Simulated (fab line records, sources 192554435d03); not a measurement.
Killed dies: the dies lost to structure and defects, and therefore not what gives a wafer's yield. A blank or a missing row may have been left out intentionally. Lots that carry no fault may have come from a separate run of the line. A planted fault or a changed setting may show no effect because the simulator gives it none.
Chamber matching || flow n5 finfet || ald sin-01 running N5_BEOL_M2_ALD_98: 4 sister chambers
The step deposits SiO2, target thk 2.5 nm, pulse time 1 s, co reactant pulse time 1 s. 8 wafers are shown with their chamber, then 8 later ones without.

WAFERS, EACH WITH ITS CHAMBER
{"wafer": "L076.5", "chamber": 2, "heater power w (W)": 74, "precursor pulse height rel": 1.002}
{"wafer": "L082.5", "chamber": 3, "heater power w (W)": 79, "precursor pulse height rel": 1.002}
{"wafer": "L084.1", "chamber": 1, "heater power w (W)": 84, "precursor pulse height rel": 0.964}
{"wafer": "L084.4", "chamber": 3, "heater power w (W)": 77, "precursor pulse height rel": 0.982}
{"wafer": "L089.1", "chamber": 0, "heater power w (W)": 75, "precursor pulse height rel": 1.022}
{"wafer": "L089.4", "chamber": 2, "heater power w (W)": 74, "precursor pulse height rel": 0.970}
{"wafer": "L089.6", "chamber": 0, "heater power w (W)": 76, "precursor pulse height rel": 0.993}
{"wafer": "L092.1", "chamber": 1, "heater power w (W)": 82, "precursor pulse height rel": 0.970}

WAFERS WITHOUT THEIR CHAMBER
{"wafer": "L092.4", "heater power w (W)": 77, "precursor pulse height rel": 1.026}
{"wafer": "L092.5", "heater power w (W)": 75, "precursor pulse height rel": 1.002}
{"wafer": "L093.1", "heater power w (W)": 77, "precursor pulse height rel": 1.023}
{"wafer": "L093.4", "heater power w (W)": 82, "precursor pulse height rel": 1.004}
{"wafer": "L093.6", "heater power w (W)": 83, "precursor pulse height rel": 1.004}
{"wafer": "L095.3", "heater power w (W)": 75, "precursor pulse height rel": 1.002}
{"wafer": "L095.5", "heater power w (W)": 82, "precursor pulse height rel": 1.032}
{"wafer": "L095.6", "heater power w (W)": 78, "precursor pulse height rel": 0.994}

WHICH CHAMBER EACH WENT THROUGH
{"wafer": "L092.4", "from the rows above": "can't be placed: 0 or 3 or 2", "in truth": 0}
{"wafer": "L092.5", "from the rows above": "can't be placed: 0 or 2", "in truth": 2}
{"wafer": "L093.1", "from the rows above": "can't be placed: 0 or 3 or 2", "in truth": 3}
{"wafer": "L093.4", "from the rows above": "can't be placed: 1 or 3", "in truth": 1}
{"wafer": "L093.6", "from the rows above": 1, "in truth": 1}
{"wafer": "L095.3", "from the rows above": "can't be placed: 0 or 2", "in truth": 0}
{"wafer": "L095.5", "from the rows above": "can't be placed: 1 or 3", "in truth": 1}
{"wafer": "L095.6", "from the rows above": 3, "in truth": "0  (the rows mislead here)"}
Placed correctly: 1 of 8. These rows do not allow placing 6 (true chamber among the candidates in 6). Wrongly placed: 1.
How it was worked out, from the rows above alone: a wafer's distance from a chamber is the root of the sum, over the readings, of the square of ((its reading less the chamber's mean) divided by the reading's scatter). The wafer belongs to the nearest chamber; if the next one is less than 2 further off, it can't be placed. For every chamber, the mean is computed from those of its wafers that are shown. The scatter is the square root of a quotient: the sum, over the shown wafers, of each reading's squared deviation from its chamber's mean, divided by wafers minus chambers.
